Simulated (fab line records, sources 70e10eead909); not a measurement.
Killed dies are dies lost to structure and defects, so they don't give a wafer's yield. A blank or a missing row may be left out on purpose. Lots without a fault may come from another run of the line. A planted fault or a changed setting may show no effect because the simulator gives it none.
Chamber matching | flow nand_harc | NHARC_A_CHANNEL_FILL_D1_ALD_25 on ald_hk-01: 4 sister chambers
The step deposits SiOx, target thk 60 nm, pulse time 10 s, ald cycles 600. 22 wafers are shown with their chamber, then 11 later ones without.

WAFERS WITH THEIR CHAMBER
wafer  | chamber | heater_power_w (W) | precursor_pulse_height_rel
L074.1 | 3       | 464                | 1.025
L074.4 | 0       | 383                | 0.998
L074.2 | 2       | 470                | 0.963
L077.2 | 2       | 448                | 0.985
L077.3 | 0       | 369                | 1.009
L077.6 | 1       | 472                | 0.983
L080.3 | 1       | 471                | 0.995
L080.1 | 3       | 460                | 1.015
L080.5 | 1       | 469                | 0.983
L083.2 | 3       | 477                | 0.992
L083.4 | 2       | 454                | 0.995
L083.6 | 1       | 441                | 0.984
L086.1 | 3       | 471                | 1.007
L086.4 | 2       | 447                | 1.025
L086.3 | 0       | 378                | 0.992
L086.2 | 1       | 438                | 1.047
L086.5 | 2       | 448                | 1.008
L086.6 | 3       | 469                | 1.005
L088.4 | 2       | 452                | 0.990
L088.5 | 0       | 382                | 1.000
L088.6 | 1       | 443                | 0.991
L089.1 | 3       | 477                | 0.989

SIGNATURES (means of the wafers above)
reading                    | chamber 0 | chamber 1 | chamber 2 | chamber 3 | scatter within a chamber
heater_power_w             | 378.00    | 455.67    | 453.17    | 469.67    | 10.8
precursor_pulse_height_rel | 0.99975   | 0.99717   | 0.99433   | 1.00550   | 0.0188
Rule: a wafer's distance from a chamber is the root of the sum, over the readings, of the square of ((its reading less the chamber's mean) divided by the reading's scatter). The wafer belongs to the nearest chamber; if the next one is less than 2 further off, it can't be placed. The scatter: the root of (the sum of the squares of (reading less its chamber's mean) over the shown wafers, divided by (wafers less chambers)).

WAFERS WITHOUT THEIR CHAMBER
wafer  | heater_power_w (W) | precursor_pulse_height_rel
L089.3 | 444                | 0.978
L089.6 | 475                | 1.003
L091.3 | 470                | 0.986
L091.4 | 456                | 1.000
L091.6 | 451                | 0.958
L094.1 | 388                | 0.990
L094.2 | 460                | 1.005
L094.4 | 458                | 1.023
L097.2 | 470                | 0.978
L097.3 | 385                | 1.018
L097.6 | 443                | 0.998

WHICH CHAMBER EACH WENT THROUGH
wafer  | from the rows above          | in truth
L089.3 | can't be placed: 2 or 1 or 3 | 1
L089.6 | can't be placed: 3 or 1 or 2 | 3
L091.3 | can't be placed: 3 or 1 or 2 | 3
L091.4 | can't be placed: 1 or 2 or 3 | 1
L091.6 | can't be placed: 2 or 1 or 3 | 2
L094.1 | 0                            | 0
L094.2 | can't be placed: 1 or 2 or 3 | 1
L094.4 | can't be placed: 1 or 3 or 2 | 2
L097.2 | can't be placed: 3 or 1 or 2 | 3
L097.3 | 0                            | 0
L097.6 | can't be placed: 2 or 1 or 3 | 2
Placed correctly: 2 of 11. Can't be placed from these rows: 9 (the true chamber is among the candidates in 9). Placed wrongly: 0.
